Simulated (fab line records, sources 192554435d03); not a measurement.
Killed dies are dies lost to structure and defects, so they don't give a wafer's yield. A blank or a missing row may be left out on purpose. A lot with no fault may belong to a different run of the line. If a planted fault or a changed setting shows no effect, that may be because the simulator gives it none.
A sampling plan put to the test    flow n5Finfet    one line in one fab, 20 faults in these records, each fault weighed on the records of the lots it struck
The line's own looks make up the plan; these are the steps of the route where a gauge or inspection reads the wafer and leaves it unchanged. A look can be judged if struck wafers have a number there and the file gives its usual mean and standard deviation on fault-free wafers. Caught: at a look after the fault's first step, the mean of the struck wafers lies 4 or more of those standard deviations (sigma) from the usual mean. On the tool: the same test on the tool's own readings at the fault's steps. If the struck wafers alone have a blank record, or they carry another recipe, that too counts as caught.

== THE FAULTS, as the simulator had put them in ==
1. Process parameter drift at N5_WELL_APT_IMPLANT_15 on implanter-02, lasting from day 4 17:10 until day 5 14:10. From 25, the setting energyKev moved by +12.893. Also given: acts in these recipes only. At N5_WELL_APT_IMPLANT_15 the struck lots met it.
2. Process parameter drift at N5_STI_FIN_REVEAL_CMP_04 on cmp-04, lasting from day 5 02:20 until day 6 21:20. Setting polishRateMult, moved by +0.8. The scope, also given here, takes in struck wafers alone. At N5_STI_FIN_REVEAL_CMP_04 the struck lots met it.
3. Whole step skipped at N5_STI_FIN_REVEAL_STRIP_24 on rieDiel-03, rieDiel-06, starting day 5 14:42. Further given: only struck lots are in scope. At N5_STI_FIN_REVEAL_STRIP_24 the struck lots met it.
4. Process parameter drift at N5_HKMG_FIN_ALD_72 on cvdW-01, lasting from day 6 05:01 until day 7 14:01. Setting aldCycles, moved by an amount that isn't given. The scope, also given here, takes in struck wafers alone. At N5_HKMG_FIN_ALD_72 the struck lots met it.
5. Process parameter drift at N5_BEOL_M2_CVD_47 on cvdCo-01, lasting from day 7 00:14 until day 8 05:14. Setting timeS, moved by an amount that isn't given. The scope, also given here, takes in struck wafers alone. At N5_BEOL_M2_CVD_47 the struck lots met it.
6. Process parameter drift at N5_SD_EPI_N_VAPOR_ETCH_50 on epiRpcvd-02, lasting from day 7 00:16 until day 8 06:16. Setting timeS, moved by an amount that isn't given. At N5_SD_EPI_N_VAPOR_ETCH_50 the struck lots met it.
7. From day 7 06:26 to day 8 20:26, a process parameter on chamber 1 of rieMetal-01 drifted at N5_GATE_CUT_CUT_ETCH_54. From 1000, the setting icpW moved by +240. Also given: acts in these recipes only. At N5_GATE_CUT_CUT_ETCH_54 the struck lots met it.
8. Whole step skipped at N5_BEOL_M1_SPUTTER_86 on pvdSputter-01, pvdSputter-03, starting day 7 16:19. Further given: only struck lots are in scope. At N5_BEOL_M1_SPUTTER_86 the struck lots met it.
9. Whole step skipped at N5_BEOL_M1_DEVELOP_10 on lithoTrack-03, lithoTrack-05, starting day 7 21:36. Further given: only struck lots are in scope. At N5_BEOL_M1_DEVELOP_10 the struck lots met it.
10. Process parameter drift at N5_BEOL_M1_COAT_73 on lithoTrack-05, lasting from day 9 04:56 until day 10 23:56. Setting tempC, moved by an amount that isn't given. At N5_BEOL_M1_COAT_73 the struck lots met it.
11. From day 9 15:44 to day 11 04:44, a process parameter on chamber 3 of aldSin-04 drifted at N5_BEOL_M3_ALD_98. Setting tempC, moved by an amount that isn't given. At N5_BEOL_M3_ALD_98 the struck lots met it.
12. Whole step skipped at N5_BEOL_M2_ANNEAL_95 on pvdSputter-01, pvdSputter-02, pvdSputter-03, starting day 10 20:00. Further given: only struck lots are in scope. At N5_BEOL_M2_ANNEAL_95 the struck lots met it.
13. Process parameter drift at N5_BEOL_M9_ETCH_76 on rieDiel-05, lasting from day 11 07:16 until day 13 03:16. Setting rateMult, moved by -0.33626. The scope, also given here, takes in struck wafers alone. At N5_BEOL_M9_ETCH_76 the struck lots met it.
14. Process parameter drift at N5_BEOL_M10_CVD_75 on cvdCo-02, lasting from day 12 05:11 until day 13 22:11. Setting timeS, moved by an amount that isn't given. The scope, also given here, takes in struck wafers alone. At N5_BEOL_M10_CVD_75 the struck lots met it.
15. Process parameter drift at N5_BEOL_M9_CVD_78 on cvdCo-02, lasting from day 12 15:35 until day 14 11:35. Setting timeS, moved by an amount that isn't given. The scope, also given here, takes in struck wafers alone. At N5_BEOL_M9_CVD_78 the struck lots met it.
16. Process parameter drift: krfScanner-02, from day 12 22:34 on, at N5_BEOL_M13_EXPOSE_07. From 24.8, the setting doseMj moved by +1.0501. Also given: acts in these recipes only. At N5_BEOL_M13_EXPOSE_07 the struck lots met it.
17. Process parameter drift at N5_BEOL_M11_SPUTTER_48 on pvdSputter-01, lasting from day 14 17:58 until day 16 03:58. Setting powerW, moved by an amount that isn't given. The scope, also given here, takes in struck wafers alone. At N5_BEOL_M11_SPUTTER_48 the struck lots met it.
18. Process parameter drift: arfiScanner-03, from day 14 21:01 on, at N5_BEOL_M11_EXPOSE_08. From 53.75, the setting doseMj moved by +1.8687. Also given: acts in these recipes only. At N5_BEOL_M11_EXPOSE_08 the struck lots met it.
19. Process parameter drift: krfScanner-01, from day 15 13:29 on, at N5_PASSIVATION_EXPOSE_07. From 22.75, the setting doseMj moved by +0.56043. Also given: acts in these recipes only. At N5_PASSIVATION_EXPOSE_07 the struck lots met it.
20. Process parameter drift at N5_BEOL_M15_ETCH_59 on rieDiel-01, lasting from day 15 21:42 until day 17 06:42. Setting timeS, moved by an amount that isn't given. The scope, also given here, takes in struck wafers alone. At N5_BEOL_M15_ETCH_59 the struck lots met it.

== WHAT THE PLAN SAW ==
fault  on the tool itself                                first look that catches it                       reading, sigma                                           median hours from its first step to that look  hours from the fault's start to the first struck lot there  judged looks passed uncaught
1      beamEnergyKeV +99 or beyond sigma                 none of the 2 looks that can be judged after it  -                                                        -                                              -                                                           2
2      timeToEndpointS -8.0 sigma                        none of the 2 looks that can be judged after it  strongest: thkNm at N5_STI_FIN_REVEAL_THK_MEAS_05, -2.8  -                                              -                                                           2
3      the tool's record is blank for the struck wafers  none of the 2 looks that can be judged after it  -                                                        -                                              -                                                           2
4      under 2 sigma                                     not the one look that can be judged after it     -                                                        -                                              -                                                           1
5      runLengthS -99 or beyond sigma                    not the one look that can be judged after it     -                                                        -                                              -                                                           1
6      under 2 sigma                                     N5_BEOL_M4_RC_MEAS_101                           REXT_N +11                                               124.8                                          129                                                         2
7      rfFwdPowerW +44 sigma                             not the one look that can be judged after it     -                                                        -                                              -                                                           1
8      the tool's record is blank for the struck wafers  not the one look that can be judged after it     -                                                        -                                              -                                                           1
9      the tool's record is blank for the struck wafers  no look after it can be judged                   -                                                        -                                              -                                                           0
10     plateTempC -13 sigma                              none of the 2 looks that can be judged after it  -                                                        -                                              -                                                           2
11     susceptorTempC -20 sigma                          not the one look that can be judged after it     -                                                        -                                              -                                                           1
12     the tool's record is blank for the struck wafers  not the one look that can be judged after it     -                                                        -                                              -                                                           1
13     etchRfOnTimeS +17 sigma                           no look after it can be judged                   -                                                        -                                              -                                                           0
14     runLengthS -70 sigma                              no look after it can be judged                   -                                                        -                                              -                                                           0
15     runLengthS +99 or beyond sigma                    no look after it can be judged                   -                                                        -                                              -                                                           0
16     exposureDoseMJCm2 +6.9 sigma                      no look after it can be judged                   -                                                        -                                              -                                                           0
17     cathodeDcPowerW -99 or beyond sigma               no look after it can be judged                   -                                                        -                                              -                                                           0
18     exposureDoseMJCm2 +11 sigma                       no look after it can be judged                   -                                                        -                                              -                                                           0
19     exposureDoseMJCm2 +26 sigma                       not the one look that can be judged after it     -                                                        -                                              -                                                           1
20     runLengthS +21 sigma                              not the one look that can be judged after it     -                                                        -                                              -                                                           1
A dash: this means the fault isn't caught or the number doesn't appear in these records.

Caught at a look: 1 of 20. Caught on the tool: 18 of 20. By one or the other: 19 of 20.
On the tool alone, faults 1, 2, 3, 5, 7, 8, 9, 10, 11, 12, 13, 14, 15, 16, 17, 18, 19, 20 were caught.
Caught at a look alone: fault 6.
Caught by neither: fault 4.

== THINNER SAMPLING ==
In the worst case, this is how late the first struck lot would be measured if the look that catches a fault measured only every second or every third lot, by lot number:
fault  struck lots at that look, in order of time  every lot  every second lot  every third lot
6      L109, L110                                  129 h      132 h             may miss all 2
Hours are from the fault's start to the first struck lot that is measured. The test against the limit of 4 sigma pooled every struck wafer, which means one lot taken alone may stay below that limit. Other struck lots may not be in these records.

== THE LONGEST TIMED WAY FROM STEP TO LOOK ==
Fault 6: median gap of 124.8 hours between N5_SD_EPI_N_VAPOR_ETCH_50 and N5_BEOL_M4_RC_MEAS_101. The looks between them that can be judged stayed within 4 sigma: N5_BEOL_M4_RS_MEAS_58, N5_BEOL_M4_INSPECT_59.
